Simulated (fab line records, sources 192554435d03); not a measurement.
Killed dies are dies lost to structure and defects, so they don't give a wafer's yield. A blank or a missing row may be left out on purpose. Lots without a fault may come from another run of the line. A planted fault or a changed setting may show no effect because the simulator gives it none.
A struck lot beside a sound one | flow n5_finfet | 23 steps out of a route of 1938
Sound: wafers L684.1, L684.3, L684.4. Struck: wafers L690.3, L690.5, L690.6. The cause comes at the end.
At each step with rows: each side's tool, then ch and its chambers, then its first start. Under that, the readings that differ: sound wafers | struck wafers | difference of the means | sigmas: that difference in standard deviations of wafers without a fault.
alike: readings whose means differ by less than 2 such deviations, and words and numbers that are the same on both sides. not compared: withheld readings, readings that some wafer has no value for, bounds like >300 that may hide the same value, and numbers for which the record gives no deviation and whose values overlap.
The two part at a step that has a row with sigmas, a row that says differs or no value, or rows on one side only. Numbers that don't overlap but have no deviation are shown without sigmas and don't part them. A reading that every wafer of one side lacks parts them only if that side has two wafers or more.

first, 10 steps without rows for these wafers: N5_BEOL_M0_SAQP_DESCUM_19 (chemistry O2, time 7.9 s); N5_BEOL_M0_SAQP_ETCH_83 (etches SiARC in CF4, target depth 39 nm, time 65 s); N5_BEOL_M0_SAQP_ETCH_84 (etches SOC in N2/H2, target depth 100 nm, overetch 20 nm, time 150 s); N5_BEOL_M0_SAQP_STRIP_80 (strips in N2/H2); N5_BEOL_M0_SAQP_HM_OPEN_112 (chemistry CHF3/O2, target SiO2, stops on a-Si, target depth 12 nm, time 13.5 s); N5_BEOL_M0_SAQP_STRIP_113 (strips in CHF3/O2); N5_BEOL_M0_SAQP_MANDREL_ETCH_20 (etches a-Si in HBr/Cl2, stops on SiNx, target depth 60 nm, bt time 10 s, time 30 s); N5_BEOL_M0_SAQP_STRIP_86 (strips in N2/H2); N5_BEOL_M0_SAQP_STRIP_115 (strips in post etch residue remover, time 60 s); N5_BEOL_M0_SAQP_SRD_93 (time 30 s).
N5_BEOL_M0_SAQP_RECESS_114: chemistry HF/NH3, target SiO2, target depth 14.4 nm, afs cycles 3, sublimation time 60 s.
  sound on vapor_etch-01 ch 0,1, day 7 00:36; struck on vapor_etch-01 ch 0,1, day 8 12:24
  no value came back on the struck wafers for afs_cycles, drypump_motor_current_A (A), sublimation_temp_c (C); on the sound wafers afs_cycles reads 3 3 3
  reading                                           | sound        | struck         | difference | sigmas
  model.SiO2_of_BEOL_M0_SAQP_HM_DEP_111.thk_nm (nm) | 0 0 0        | 11.8 11.8 11.6 | +11.7      |
  model.SiNx_of_BEOL_M0_SAQP_PECVD_97.thk_nm (nm)   | 15.4 15.4 16 | 17.4 18.2 18   | +2.3       |
then, 8 steps without rows for these wafers: N5_BEOL_M0_SAQP_SPACER1_ALD_98 (deposits SiO2, target thk 12.8 nm, pulse time 1 s, purge time 2 s); N5_BEOL_M0_SAQP_SPACER1_ETCHBACK_99 (etches SiO2 in CHF3/O2, target depth 15.4 nm, time 7.7 s); N5_BEOL_M0_SAQP_MANDREL1_REMOVE_100 (chemistry HBr/Cl2/O2, target a-Si, stops on SiNx, bt time 10 s); N5_BEOL_M0_SAQP_ETCH_101 (etches SiNx in CH3F/O2, target depth 29.9 nm, time 42.7 s); N5_BEOL_M0_SAQP_ETCH_102 (etches SiO2 in CF4, target depth 4 nm, time 4.4 s); N5_BEOL_M0_SAQP_MANDREL_ETCH_103 (etches a-Si in HBr/Cl2, stops on SiCN, target depth 45 nm, bt time 10 s, time 27 s); N5_BEOL_M0_SAQP_RECESS_104 (chemistry HF/NH3, target SiO2, target depth 18 nm, afs cycles 3, sublimation time 60 s); N5_BEOL_M0_SAQP_COAT_105 (time 60 s, resist thk 100 nm).
N5_BEOL_M0_SAQP_ETCH_106: etches SOC in N2/H2, stops on SiNx, target depth 150 nm.
  sound on rie_diel-02 ch 0,2,3, day 7 03:01; struck on rie_diel-05 ch 0,1,3, day 8 14:04
  reading                                         | sound      | struck       | difference | sigmas
  model.SiNx_of_BEOL_M0_SAQP_PECVD_97.thk_nm (nm) | 15 15 15.4 | 17 17.8 17.6 | +2         |
  alike: drypump_motor_current_A, oes_product_au, rf_vpp_V, showerhead_plenum_p_Torr, throttle_valve_pct
  not compared: rf_hours_counter_h
then, 1 step without rows for these wafers: N5_BEOL_M0_SAQP_ETCH_107 (etches SiNx in CH3F/O2, target depth 30 nm).
N5_BEOL_M4_RC_MEAS_101:
  the record has rows for the sound wafers here (prober-01 ch 0, day 9 21:33) and none for the struck ones
-- the record jumps here: 8 days lie between the struck wafers' starts before and after (it left off in module BEOL_M4 and takes up again in module PASSIVATION, whose first step shown is number 1936 of the route) --
N5_PASSIVATION_PROBE_49:
  the record has rows for the struck wafers here (prober-02, day 16 17:13) and none for the sound ones

WHERE THEY PART
First at N5_BEOL_M0_SAQP_RECESS_114; last, within this record, at N5_PASSIVATION_PROBE_49.

WHY: what the simulator had put in
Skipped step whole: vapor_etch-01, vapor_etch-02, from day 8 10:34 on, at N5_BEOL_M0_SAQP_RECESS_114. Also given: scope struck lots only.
